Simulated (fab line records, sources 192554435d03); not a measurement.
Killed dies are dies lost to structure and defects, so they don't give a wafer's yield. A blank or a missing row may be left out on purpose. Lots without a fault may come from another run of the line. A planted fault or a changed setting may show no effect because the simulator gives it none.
fab line records | flow n5_finfet
record lots=10 wafers=30 last_day=17
route steps=1938 shown BEOL_M4@1106 BEOL_M5@1123
lots that met no fault: from a run of the same line without faults
start_h: hours from the record's first day to the start of the lot's first wafer shown | wait_h: hours since the lot's step before | " the same as in the row above | L1.1+2: a row that stands for several wafers | - no value, or no start given | * or withheld: withheld | < > ~ a bound
route shown NAME@n: a module of which the file shows steps, and the number in the route of the first | usual: mean/standard deviation of fault-free wafers | same: alike in all rows | chamber/n: place in a boat | sites: the reading at each site | _std_site: their standard deviation | _edge_site: outer sites' mean less inner sites' | radius_mm: how far each site lies from the wafer's centre | mask NAME#n: copy n | behind: the tool/chamber that last shaped the wafer | hold: why the lot was held/for how many hours/how that ended | device: the transistor (n, p or np) that didn't switch | end of line: the same wafers' tests at the end of the route | a step without rows: its recipe alone | killed: dies lost to structure and defects at the first sort, not the wafer's yield | map: a wafer's dies, x killed, . not, _ none there
set.NAME: the setting as run; set.NAME@STEP: as run at that earlier step | model.NAME: the simulator's own value behind a step, which no gauge read
steps of the route over a sample of lots; a table a step, a row a wafer
services: from which hour (start_h, from the record's first day; less than 0 if before it) a tool's chamber was out of use, for how many hours, and why
## steps
# step N5_BEOL_M4_CO_CAP_55
# recipe material=Co target_thk_a=20 temp_c=200 precursor=CCTBA/H2 pressure_torr=30 time_s=102.1
# usual heater_power_w=237/30
# columns lot.wafer tool chamber start_h wait_h heater_power_w
L616.1 cvd_co-01 0 168.00 0.0 212
L616.2 " 1 " " 256
L616.5 " 2 " " 210
L620.2 cvd_co-01 1 188.78 0.0 259
L620.3 " 0 " " 222
L620.6 " 0 " " 229
L621.1 cvd_co-01 2 191.64 0.0 213
L621.4 " 2 " " 216
L621.6 " 0 " " 225
L622.4 cvd_co-02 1 195.17 0.0 205
L622.5 " 2 " " 225
L622.6 " 0 " " 297
L623.3 cvd_co-02 1 206.30 0.0 207
L623.4 " 0 " " 311
L623.5 " 2 " " 226
L626.1 cvd_co-02 2 218.84 0.0 228
L626.2 " 0 " " 324
L626.6 " 2 " " 225
L631.1 cvd_co-01 2 247.63 0.0 219
L631.3 " 0 " " 223
L631.4 " 1 " " 258
L630.1 cvd_co-02 0 266.76 0.0 309
L630.4 " 2 " " 223
L630.5 " 0 " " 308
L636.1 cvd_co-02 1 301.85 0.0 209
L636.2 " 0 " " 307
L636.6 " 1 " " 209
L639.1 cvd_co-01 1 307.87 0.0 252
L639.2 " 0 " " 223
L639.3 " 2 " " 218
# step N5_BEOL_M5_EXPOSE_08
# recipe mask_id=M5 na=0.33 source_shape=annular sigma_inner=0.4 sigma_outer=0.8 polarization=unpolarized target_cd_nm=28 dose_mj=35.75
# usual exposure_dose_mJ_cm2=35.73/0.036
# same na=0.33
# columns lot.wafer tool chamber start_h wait_h mask exposure_dose_mJ_cm2
L616.1 euv_scanner-01 0 171.23 - M5#0 35.75
L616.2 " 0 " " M5#0 35.76
L616.5 " 0 " " M5#0 35.70
L620.2 euv_scanner-02 0 191.67 - M5#0 35.72
L620.3 " 0 " " M5#0 35.73
L620.6 " 0 " " M5#0 35.77
L621.1 euv_scanner-01 0 195.07 - M5#0 35.73
L621.4 " 0 " " M5#0 35.73
L621.6 " 0 " " M5#0 35.68
L622.4 euv_scanner-02 0 198.10 - M5#0 35.74
L622.5 " 0 " " M5#0 35.72
L622.6 " 0 " " M5#0 35.76
L623.3 euv_scanner-02 0 208.58 - M5#0 35.78
L623.4 " 0 " " M5#0 35.80
L623.5 " 0 " " M5#0 35.76
L626.1 euv_scanner-02 0 221.09 - M5#0 35.69
L626.2 " 0 " " M5#0 35.70
L626.6 " 0 " " M5#0 35.71
L631.1 euv_scanner-02 0 252.37 - M5#0 36.89
L631.3 " 0 " " M5#0 36.96
L631.4 " 0 " " M5#0 36.97
L630.1 euv_scanner-02 0 271.72 - M5#0 36.68
L630.4 " 0 " " M5#0 36.67
L630.5 " 0 " " M5#0 36.70
L636.1 euv_scanner-01 0 304.53 - M5#0 35.67
L636.2 " 0 " " M5#0 35.74
L636.6 " 0 " " M5#0 35.71
L639.1 euv_scanner-01 0 313.01 - M5#0 35.69
L639.2 " 0 " " M5#0 35.78
L639.3 " 0 " " M5#0 35.77
# step N5_BEOL_M5_DESCUM_16
# recipe chemistry=O2 time_s=7 source_power_w=50 bias_power_w=20 pressure_mtorr=20 rf_frequency_hz=2.712e+07 temp_c=40 resist=CAR-EUV o2_flow_sccm=225
# usual chamber_pressure_mTorr=19.999/0.017 drypump_motor_current_A=5.54/0.25 oes_product_au=0.79/0.093 rf_vpp_V=243.2/1.3 showerhead_plenum_p_Torr=2.10/0.07 throttle_valve_pct=20.39/0.24
# columns lot.wafer tool chamber start_h wait_h chamber_pressure_mTorr drypump_motor_current_A oes_product_au rf_hours_counter_h rf_vpp_V showerhead_plenum_p_Torr throttle_valve_pct
L616.1 rie_diel-06 3 171.48 0.0 19.985 5.89 0.86 65 245.5 2.22 20.11
L616.2 " 2 " " 20.006 5.40 0.74 177 244.9 2.18 20.24
L616.5 " 3 " " 19.992 5.89 0.86 - 245.0 2.22 20.11
L620.2 rie_diel-06 1 191.92 0.0 19.992 5.29 0.68 219 243.2 2.07 20.59
L620.3 " 2 " " 19.987 5.43 0.72 182 245.2 2.17 20.25
L620.6 " 0 " " 19.978 5.76 0.69 - 243.9 2.05 20.56
L621.1 rie_diel-06 2 195.78 0.5 20.008 5.42 0.73 184 244.0 2.17 20.25
L621.4 " 0 " " 20.031 5.78 0.69 233 243.8 2.05 20.57
L621.6 " 1 " " 19.990 5.29 0.67 - 242.4 2.07 20.61
L622.4 rie_diel-06 0 198.34 0.0 19.989 5.77 0.69 234 242.9 2.05 20.57
L622.5 " 1 " " 19.982 5.31 0.67 - 242.2 2.07 20.59
L622.6 " 2 " " 20.022 5.42 0.73 - 244.8 2.17 20.23
L623.3 rie_diel-06 0 208.81 0.0 19.992 5.78 0.69 237 243.5 2.05 20.58
L623.4 " 1 " " 19.991 5.33 0.67 224 242.9 2.07 20.61
L623.5 " 0 " " 20.011 5.80 0.68 - 242.0 2.05 20.57
L626.1 rie_diel-01 2 221.34 0.0 20.008 5.75 0.67 246 244.9 2.15 20.89
L626.2 " 0 " " 20.000 5.41 0.75 166 241.7 2.01 20.61
L626.6 " 1 " " 19.971 5.48 0.97 - 243.1 2.15 20.02
L631.1 rie_diel-02 3 252.62 0.0 19.977 5.33 0.74 177 241.5 2.00 20.50
L631.3 " 2 " " 20.009 5.83 0.82 99 242.6 2.12 20.04
L631.4 " 1 " " 20.037 5.64 0.81 82 241.0 2.03 20.46
L630.1 rie_diel-01 2 271.97 0.0 19.992 5.77 0.99 4 242.6 2.14 20.53
L630.4 " 1 " " 20.014 5.48 0.94 28 242.8 2.15 20.04
L630.5 " 1 " " 20.010 5.46 0.92 - 243.8 2.15 20.02
L636.1 rie_diel-06 1 304.78 0.0 20.002 5.28 0.66 240 242.3 2.06 20.63
L636.2 " 0 " " 19.998 5.80 0.96 7 241.3 2.04 20.23
L636.6 " 1 " " 19.982 5.30 0.67 - 243.0 2.06 20.63
L639.1 rie_diel-02 2 313.26 0.0 19.972 5.84 0.80 119 243.7 2.11 20.08
L639.2 " 0 " " 19.996 5.10 0.90 22 243.4 2.15 20.26
L639.3 " 3 " " 19.987 5.33 0.72 197 242.0 1.99 20.52
# step N5_BEOL_M5_ETCH_62
# recipe chemistry=N2/H2 target=SOC target_depth_a=750 overetch_a=150 mask_material=SiARC temp_c=40 time_s=112.5 ion_energy_ev=200 pressure_mtorr=30 source_w=840 bias_w=150 n2_flow_sccm=200 h2_flow_sccm=200
# usual chamber_pressure_mTorr=30.001/0.027 drypump_motor_current_A=5.54/0.25 oes_product_au=0.62/0.068 rf_vpp_V=524.2/2.3 showerhead_plenum_p_Torr=2.55/0.08 throttle_valve_pct=17.75/0.26
# columns lot.wafer tool chamber start_h wait_h chamber_pressure_mTorr drypump_motor_current_A oes_product_au rf_hours_counter_h rf_vpp_V showerhead_plenum_p_Torr throttle_valve_pct
L616.1 rie_diel-06 3 171.56 0.0 29.959 5.91 0.68 65 526.1 2.68 17.33
L616.2 " 2 " " 30.006 5.42 0.58 177 526.6 2.65 17.81
L616.5 " 3 " " 29.983 5.90 0.68 - 527.2 2.68 17.34
L620.2 rie_diel-06 1 192.00 0.0 29.961 5.31 0.55 219 522.5 2.51 17.97
L620.3 " 2 " " 30.014 5.38 0.57 182 525.8 2.65 17.83
L620.6 " 0 " " 29.988 5.79 0.55 - 522.7 2.52 18.05
L621.1 rie_diel-06 2 195.86 0.0 30.007 5.45 0.57 184 526.3 2.65 17.81
L621.4 " 0 " " 29.987 5.81 0.55 233 523.2 2.52 18.06
L621.6 " 1 " " 30.008 5.32 0.55 - 523.8 2.51 17.96
L622.4 rie_diel-06 0 198.41 0.0 30.024 5.79 0.55 234 522.0 2.52 18.07
L622.5 " 1 " " 30.022 5.30 0.55 - 524.4 2.51 17.96
L622.6 " 2 " " 29.981 5.42 0.57 - 526.8 2.65 17.82
L623.3 rie_diel-06 0 208.89 0.0 29.981 5.79 0.55 237 521.3 2.51 18.06
L623.4 " 1 " " 30.046 5.31 0.54 224 522.5 2.51 17.97
L623.5 " 0 " " 29.947 5.77 0.55 - 522.6 2.52 18.07
L626.1 rie_diel-01 2 221.42 0.0 29.980 5.74 0.53 246 526.3 2.60 18.23
L626.2 " 0 " " 30.006 5.42 0.60 166 519.7 2.43 17.88
L626.6 " 1 " " 30.016 5.52 0.76 - 524.9 2.60 17.31
L631.1 rie_diel-02 3 252.70 0.0 29.986 5.32 0.59 177 520.2 2.42 17.87
L631.3 " 2 " " 30.009 5.84 0.65 99 525.2 2.57 17.32
L631.4 " 1 " " 29.978 5.66 0.64 82 523.3 2.47 17.80
L630.1 rie_diel-01 2 272.05 0.0 29.974 5.82 0.76 4 528.1 2.59 17.80
L630.4 " 1 " " 30.016 5.49 0.73 28 525.1 2.60 17.34
L630.5 " 1 " " 29.965 5.50 0.73 - 525.7 2.60 17.36
L636.1 rie_diel-06 1 304.86 0.0 30.005 5.30 0.54 240 523.0 2.50 17.99
L636.2 " 0 " " 30.032 5.77 0.75 7 522.5 2.51 17.68
L636.6 " 1 " " 29.980 5.37 0.53 - 523.7 2.50 18.00
L639.1 rie_diel-02 2 313.34 0.0 29.998 5.87 0.63 119 524.2 2.56 17.36
L639.2 " 0 " " 30.022 5.13 0.70 22 524.9 2.60 17.63
L639.3 " 3 " " 29.994 5.33 0.58 197 521.4 2.41 17.91
## services
# columns tool chamber start_h hours kind
euv_scanner-02 - 150.67 5.8 pm
cvd_co-01 - 153.44 0.8 repair
euv_scanner-02 - 162.70 8.0 pm
rie_diel-01 2 164.28 2.8 repair
cvd_co-01 - 169.30 0.6 repair
euv_scanner-01 - 169.72 1.0 pm
euv_scanner-02 - 170.70 1.0 pm
euv_scanner-02 - 171.71 4.6 pm
cvd_co-02 - 208.14 2.8 pm
euv_scanner-01 - 210.59 8.0 pm
euv_scanner-02 - 212.95 0.6 repair
euv_scanner-01 - 218.59 1.0 pm
euv_scanner-02 - 229.53 1.0 pm
rie_diel-01 2 235.33 5.0 repair
cvd_co-02 - 236.69 1.0 repair
rie_diel-02 1 243.32 8.0 repair
euv_scanner-01 - 255.63 12.0 pm
rie_diel-06 0 260.74 - clean
euv_scanner-01 - 267.63 5.8 pm
euv_scanner-01 - 277.00 1.2 repair
euv_scanner-02 - 285.68 1.0 pm
cvd_co-01 - 297.40 6.9 pm
euv_scanner-02 - 301.95 4.6 pm
rie_diel-01 1 313.05 21.1 repair
## key
first_sign step=N5_BEOL_M5_EXPOSE_08 reading=exposure_dose_mJ_cm2 direction=up sigmas=30 usual=35.73 struck=36.81
effect none on later readings
met_at N5_BEOL_M5_EXPOSE_08
struck_lots L630,L631
loop_trim step=N5_BEOL_M5_EXPOSE_08 setting=dose lots=L630
not_acting_at N5_BEOL_M4_CO_CAP_55,N5_BEOL_M5_DESCUM_16,N5_BEOL_M5_ETCH_62
onset_between 221.09 252.37
fault kind=process_parameter_drift tool=euv_scanner-02 chamber=- onset_h=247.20 steps=N5_BEOL_M5_EXPOSE_08 channel=dose_mj offset=1.1556 shape=step acts_in=these_recipes_only stated=35.75
# loop_trim: a control loop set the setting to another value than it would have without faults
